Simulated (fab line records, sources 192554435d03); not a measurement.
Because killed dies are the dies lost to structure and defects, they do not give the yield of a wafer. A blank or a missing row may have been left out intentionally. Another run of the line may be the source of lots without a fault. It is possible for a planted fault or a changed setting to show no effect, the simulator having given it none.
Split-lot experiment | flow n5 finfet | 7 lots, 39 wafers read, on a route of 1938 steps

## ON THE SPLIT
At N5_BEOL_M9_ETCH_66 (etches SOC in N2/H2, target depth 80 nm, overetch 16 nm, time 120 s), the setting time s was moved away from the recipe's 120 s on 12 of the 39 wafers read, by -46.4% to +52.0%. For the rest of the wafers, this setting stayed at what the recipe calls for.

The reading is taken at the split's own step.

## THE READING
SiARC_of_BEOL_M9_COAT_64.thk nm (the simulator's own value, which no gauge read), in nm, at N5_BEOL_M9_ETCH_66 (etches SOC in N2/H2, target depth 80 nm, overetch 16 nm, time 120 s). There is no usual value for it anywhere in the file. Here, 27 wafers ran the recipe; their average is 6.4 nm with a standard deviation of 0.14 nm.

wafer  | tool, chamber at the split | time s as run, s | against the recipe | SiARC_of_BEOL_M9_COAT_64.thk nm, nm | against lot-mates on the recipe
L079.2 | rie diel-02, 0,3,3         | 120              | recipe             | 6.4                                 | -
L079.3 | rie diel-02, 0,3,3         | 120              | recipe             | 6.4                                 | -
L079.6 | rie diel-02, 0,3,3         | 120              | recipe             | 6.4                                 | -
L080.1 | rie diel-03, 3,2,2         | 120              | recipe             | 6.4                                 | -
L080.4 | rie diel-03, 3,2,2         | 120              | recipe             | 6.4                                 | -
L080.6 | rie diel-03, 3,2,2         | 120              | recipe             | 6.4                                 | -
L080.2 | rie diel-03, 0             | 120              | recipe             | 6.6                                 | -
L080.3 | rie diel-03, 1             | 120              | recipe             | 6.2                                 | -
L080.5 | rie diel-03, 1             | 120              | recipe             | 6.2                                 | -
L082.1 | rie diel-03, 2             | 120              | recipe             | 6.4                                 | -
L082.4 | rie diel-03, 2             | 120              | recipe             | 6.4                                 | -
L082.2 | rie diel-03, 3,0,3,0       | 120              | recipe             | 6.6                                 | -
L082.3 | rie diel-03, 3,0,3,0       | 120              | recipe             | 6.6                                 | -
L082.5 | rie diel-03, 3,0,3,0       | 120              | recipe             | 6.6                                 | -
L082.6 | rie diel-03, 3,0,3,0       | 120              | recipe             | 6.6                                 | -
L084.1 | rie diel-03, 3,0,3         | 100.6            | -16.2%             | 7.4                                 | +1.0
L084.2 | rie diel-03, 3,0,3         | 100.6            | -16.2%             | 7.4                                 | +1.0
L084.6 | rie diel-03, 3,0,3         | 100.6            | -16.2%             | 7.4                                 | +1.0
L084.3 | rie diel-03, 1             | 120              | recipe             | 6.2                                 | -
L084.4 | rie diel-03, 2             | 120              | recipe             | 6.4                                 | -
L084.5 | rie diel-03, 0             | 120              | recipe             | 6.6                                 | -
L083.1 | rie diel-02, 1             | 120              | recipe             | 6.6                                 | -
L083.2 | rie diel-02, 2,3,2         | 159.7            | +33.1%             | 4.6                                 | -1.9
L083.5 | rie diel-02, 2,3,2         | 159.7            | +33.1%             | 4.6                                 | -1.9
L083.6 | rie diel-02, 2,3,2         | 159.7            | +33.1%             | 4.6                                 | -1.9
L083.3 | rie diel-02, 0,3           | 120              | recipe             | 6.4                                 | -
L083.4 | rie diel-02, 0,3           | 120              | recipe             | 6.4                                 | -
L094.1 | rie diel-06, 0,2,2         | 64.37            | -46.4%             | 9                                   | +2.6
L094.3 | rie diel-06, 0,2,2         | 64.37            | -46.4%             | 9                                   | +2.6
L094.4 | rie diel-06, 0,2,2         | 64.37            | -46.4%             | 9                                   | +2.6
L094.2 | rie diel-06, 3,3,0         | 120              | recipe             | 6.4                                 | -
L094.5 | rie diel-06, 3,3,0         | 120              | recipe             | 6.4                                 | -
L094.6 | rie diel-06, 3,3,0         | 120              | recipe             | 6.4                                 | -
L096.1 | rie diel-03, 1             | 182.4            | +52.0%             | 3                                   | -3.3
L096.2 | rie diel-03, 3             | 182.4            | +52.0%             | 3.6                                 | -2.7
L096.3 | rie diel-03, 2             | 182.4            | +52.0%             | 3.4                                 | -2.9
L096.4 | rie diel-03, 0             | 120              | recipe             | 6.6                                 | -
L096.5 | rie diel-03, 1,2           | 120              | recipe             | 6.2                                 | -
L096.6 | rie diel-03, 1,2           | 120              | recipe             | 6.2                                 | -
Rows listing several chambers each stand for several wafers; the file does not say which wafer went through which chamber.

THE FIT
A straight line over all 39 wafers: SiARC_of_BEOL_M9_COAT_64.thk nm changes by -0.0574 nm for each +1% of time s; r = -0.99; the points scatter about the line by 0.14 nm.
The same after taking each lot's own level away (the mean of its wafers on the recipe; 39 wafers): -0.0571 nm for each +1%; r = -1.00; scatter 0.13 nm.
On that fit, the largest move of time s shifts the reading by 3 nm.
From 6.33 to 6.53 nm: that is the span of the lots' own levels, equal to 1.5 times the standard deviation above.
So the lot-to-lot level changes the slope little: the two slopes agree.
Check: for one of the wafers moved furthest among these (+52.0%), held out of the fit, the line's prediction against its lot-mates is -2.9 nm. It came out at -3.33 nm against them.

## OTHER SPLITS ON THESE WAFERS
Note: prior to the reading, these wafers also went through further splits. Each is held against what the fit with the lots' levels taken away leaves over:
other split on the same wafers     | wafers away from the commonest value | r with SiARC_of_BEOL_M9_COAT_64.thk nm (lot level and that fit taken away)
N5_BEOL_M4_ILD_DEP_00 target thk a | 15                                   | +0.25

## THE FILE'S OWN FIT
SiARC_of_BEOL_M9_COAT_64.thk nm changes by -0.0571 nm for each +1% of time s, r = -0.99.
